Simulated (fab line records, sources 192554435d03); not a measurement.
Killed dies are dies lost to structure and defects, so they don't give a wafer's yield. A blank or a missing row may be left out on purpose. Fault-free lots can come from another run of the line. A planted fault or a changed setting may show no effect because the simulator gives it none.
Split-lot trial / flow n5_finfet / 39 wafers read from 7 lots, route of 1938 steps

== ON THE SPLIT ==
At N5_STI_FIN_REVEAL_ETCHBACK_08 (etches SiO2 in C4F6/O2, target depth 30.5 nm, time 10.167 s), the setting target_depth_a was moved away from the recipe's 305 angstrom on 12 of the 39 wafers read, by -13.5% to -7.3%. This setting was run at the recipe's value on the other wafers.

== FROM THE SPLIT TO THE READING: what the file shows between them, 3 steps ==
- N5_STI_FIN_REVEAL_STRIP_24: strips in N2/H2, time 90 s
- N5_STI_FIN_REVEAL_PRECLEAN_25: cleans in SPM, time 90 s
- N5_STI_FIN_REVEAL_SRD_23: time 30 s

== THE READING ==
trench_depth_nm, in nm, at N5_STI_FIN_REVEAL_FIN_H_MEAS_10. Typical for fault-free wafers on this fab line: 52.1 nm, with standard deviation 0.85 nm.

wafer=L074.1; tool, chamber at the split=rie_diel-01, 3,1,0; target_depth_a as run, angstrom=282.8; against the recipe=-7.3%; trench_depth_nm, nm=50.8; against lot-mates on the recipe=-1.7
wafer=L074.2; tool, chamber at the split=rie_diel-01, 0,1,3; target_depth_a as run, angstrom=305; against the recipe=recipe; trench_depth_nm, nm=52.4; against lot-mates on the recipe=-
wafer=L074.3; tool, chamber at the split=rie_diel-01, 3,1,0; target_depth_a as run, angstrom=282.8; against the recipe=-7.3%; trench_depth_nm, nm=50.7; against lot-mates on the recipe=-1.8
wafer=L074.4; tool, chamber at the split=rie_diel-01, 3,1,0; target_depth_a as run, angstrom=282.8; against the recipe=-7.3%; trench_depth_nm, nm=50.3; against lot-mates on the recipe=-2.2
wafer=L074.5; tool, chamber at the split=rie_diel-01, 0,1,3; target_depth_a as run, angstrom=305; against the recipe=recipe; trench_depth_nm, nm=52.3; against lot-mates on the recipe=-
wafer=L074.6; tool, chamber at the split=rie_diel-01, 0,1,3; target_depth_a as run, angstrom=305; against the recipe=recipe; trench_depth_nm, nm=52.8; against lot-mates on the recipe=-
wafer=L077.1; tool, chamber at the split=rie_diel-01, 1,3,0; target_depth_a as run, angstrom=263.8; against the recipe=-13.5%; trench_depth_nm, nm=47.9; against lot-mates on the recipe=-3.6
wafer=L077.2; tool, chamber at the split=rie_diel-01, 1,3,0; target_depth_a as run, angstrom=263.8; against the recipe=-13.5%; trench_depth_nm, nm=48.2; against lot-mates on the recipe=-3.3
wafer=L077.3; tool, chamber at the split=rie_diel-01, 2,3,2; target_depth_a as run, angstrom=305; against the recipe=recipe; trench_depth_nm, nm=51.5; against lot-mates on the recipe=-
wafer=L077.4; tool, chamber at the split=rie_diel-01, 1,3,0; target_depth_a as run, angstrom=263.8; against the recipe=-13.5%; trench_depth_nm, nm=47.6; against lot-mates on the recipe=-3.9
wafer=L077.5; tool, chamber at the split=rie_diel-01, 2,3,2; target_depth_a as run, angstrom=305; against the recipe=recipe; trench_depth_nm, nm=52.1; against lot-mates on the recipe=-
wafer=L077.6; tool, chamber at the split=rie_diel-01, 2,3,2; target_depth_a as run, angstrom=305; against the recipe=recipe; trench_depth_nm, nm=51.0; against lot-mates on the recipe=-
wafer=L078.1; tool, chamber at the split=rie_diel-01, 3,1,3; target_depth_a as run, angstrom=305; against the recipe=recipe; trench_depth_nm, nm=53.0; against lot-mates on the recipe=-
wafer=L078.3; tool, chamber at the split=rie_diel-01, 3,1,3; target_depth_a as run, angstrom=305; against the recipe=recipe; trench_depth_nm, nm=51.8; against lot-mates on the recipe=-
wafer=L078.6; tool, chamber at the split=rie_diel-01, 3,1,3; target_depth_a as run, angstrom=305; against the recipe=recipe; trench_depth_nm, nm=52.4; against lot-mates on the recipe=-
wafer=L081.1; tool, chamber at the split=rie_diel-04, 3,1,0; target_depth_a as run, angstrom=279.4; against the recipe=-8.4%; trench_depth_nm, nm=49.0; against lot-mates on the recipe=-3.7
wafer=L081.2; tool, chamber at the split=rie_diel-04, 2,0,3; target_depth_a as run, angstrom=305; against the recipe=recipe; trench_depth_nm, nm=52.8; against lot-mates on the recipe=-
wafer=L081.3; tool, chamber at the split=rie_diel-04, 3,1,0; target_depth_a as run, angstrom=279.4; against the recipe=-8.4%; trench_depth_nm, nm=49.1; against lot-mates on the recipe=-3.6
wafer=L081.4; tool, chamber at the split=rie_diel-04, 2,0,3; target_depth_a as run, angstrom=305; against the recipe=recipe; trench_depth_nm, nm=53.3; against lot-mates on the recipe=-
wafer=L081.5; tool, chamber at the split=rie_diel-04, 2,0,3; target_depth_a as run, angstrom=305; against the recipe=recipe; trench_depth_nm, nm=52.0; against lot-mates on the recipe=-
wafer=L081.6; tool, chamber at the split=rie_diel-04, 3,1,0; target_depth_a as run, angstrom=279.4; against the recipe=-8.4%; trench_depth_nm, nm=51.4; against lot-mates on the recipe=-1.3
wafer=L083.1; tool, chamber at the split=rie_diel-01, 3,1,2,0,2,1; target_depth_a as run, angstrom=305; against the recipe=recipe; trench_depth_nm, nm=51.0; against lot-mates on the recipe=-
wafer=L083.2; tool, chamber at the split=rie_diel-01, 3,1,2,0,2,1; target_depth_a as run, angstrom=305; against the recipe=recipe; trench_depth_nm, nm=51.2; against lot-mates on the recipe=-
wafer=L083.3; tool, chamber at the split=rie_diel-01, 3,1,2,0,2,1; target_depth_a as run, angstrom=305; against the recipe=recipe; trench_depth_nm, nm=50.1; against lot-mates on the recipe=-
wafer=L083.4; tool, chamber at the split=rie_diel-01, 3,1,2,0,2,1; target_depth_a as run, angstrom=305; against the recipe=recipe; trench_depth_nm, nm=51.9; against lot-mates on the recipe=-
wafer=L083.5; tool, chamber at the split=rie_diel-01, 3,1,2,0,2,1; target_depth_a as run, angstrom=305; against the recipe=recipe; trench_depth_nm, nm=50.1; against lot-mates on the recipe=-
wafer=L083.6; tool, chamber at the split=rie_diel-01, 3,1,2,0,2,1; target_depth_a as run, angstrom=305; against the recipe=recipe; trench_depth_nm, nm=50.5; against lot-mates on the recipe=-
wafer=L084.1; tool, chamber at the split=rie_diel-04, 1,3,0; target_depth_a as run, angstrom=305; against the recipe=recipe; trench_depth_nm, nm=52.7; against lot-mates on the recipe=-
wafer=L084.2; tool, chamber at the split=rie_diel-04, 1,3,0; target_depth_a as run, angstrom=305; against the recipe=recipe; trench_depth_nm, nm=52.4; against lot-mates on the recipe=-
wafer=L084.3; tool, chamber at the split=rie_diel-04, 1,3,0; target_depth_a as run, angstrom=305; against the recipe=recipe; trench_depth_nm, nm=54.1; against lot-mates on the recipe=-
wafer=L084.4; tool, chamber at the split=rie_diel-04, 2,1,2; target_depth_a as run, angstrom=277.9; against the recipe=-8.9%; trench_depth_nm, nm=50.5; against lot-mates on the recipe=-2.6
wafer=L084.5; tool, chamber at the split=rie_diel-04, 2,1,2; target_depth_a as run, angstrom=277.9; against the recipe=-8.9%; trench_depth_nm, nm=50.2; against lot-mates on the recipe=-2.9
wafer=L084.6; tool, chamber at the split=rie_diel-04, 2,1,2; target_depth_a as run, angstrom=277.9; against the recipe=-8.9%; trench_depth_nm, nm=50.3; against lot-mates on the recipe=-2.8
wafer=L091.1; tool, chamber at the split=rie_diel-01, 2,0,1,3,2,3; target_depth_a as run, angstrom=305; against the recipe=recipe; trench_depth_nm, nm=51.1; against lot-mates on the recipe=-
wafer=L091.2; tool, chamber at the split=rie_diel-01, 2,0,1,3,2,3; target_depth_a as run, angstrom=305; against the recipe=recipe; trench_depth_nm, nm=53.0; against lot-mates on the recipe=-
wafer=L091.3; tool, chamber at the split=rie_diel-01, 2,0,1,3,2,3; target_depth_a as run, angstrom=305; against the recipe=recipe; trench_depth_nm, nm=51.8; against lot-mates on the recipe=-
wafer=L091.4; tool, chamber at the split=rie_diel-01, 2,0,1,3,2,3; target_depth_a as run, angstrom=305; against the recipe=recipe; trench_depth_nm, nm=52.4; against lot-mates on the recipe=-
wafer=L091.5; tool, chamber at the split=rie_diel-01, 2,0,1,3,2,3; target_depth_a as run, angstrom=305; against the recipe=recipe; trench_depth_nm, nm=51.1; against lot-mates on the recipe=-
wafer=L091.6; tool, chamber at the split=rie_diel-01, 2,0,1,3,2,3; target_depth_a as run, angstrom=305; against the recipe=recipe; trench_depth_nm, nm=52.5; against lot-mates on the recipe=-
When a row names more than one chamber, that row covers several wafers, and the file does not tell which wafer ran in which chamber.

FIT RESULTS
A straight line over all 39 wafers: trench_depth_nm changes by +0.258 nm for each +1% of target_depth_a; r = +0.79; the points scatter about the line by 0.93 nm.
The same after taking each lot's own level away (the mean of its wafers on the recipe; 39 wafers): +0.288 nm for each +1%; r = +0.91; scatter 0.63 nm.
The reading moves by 3.9 nm for the largest change in target_depth_a, on that fit.
The span of the lots' own levels, 50.80 to 53.07 nm, comes to 2.7 times the standard deviation stated above.
So the lot-to-lot level blurs the effect unless lot-mates are compared.
Check: with one of the wafers moved furthest among these (-13.5%) left out of the fit, the line predicts -3.95 nm for it against its lot-mates. It came out at -3.63 nm against them.

== ADDITIONAL SPLITS CARRIED BY THESE WAFERS ==
Before the reading, these wafers also passed through other splits. Each is held against what the fit with the lots' levels taken away leaves over:
other split on the same wafers=N5_FIN_CUT_CUT_ETCH_26 source_w; wafers away from the commonest value=15; r with trench_depth_nm (lot level and that fit taken away)=-0.10

== THE FILE'S OWN FIT ==
trench_depth_nm changes by +0.29 nm for each +1% of target_depth_a, r = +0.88.
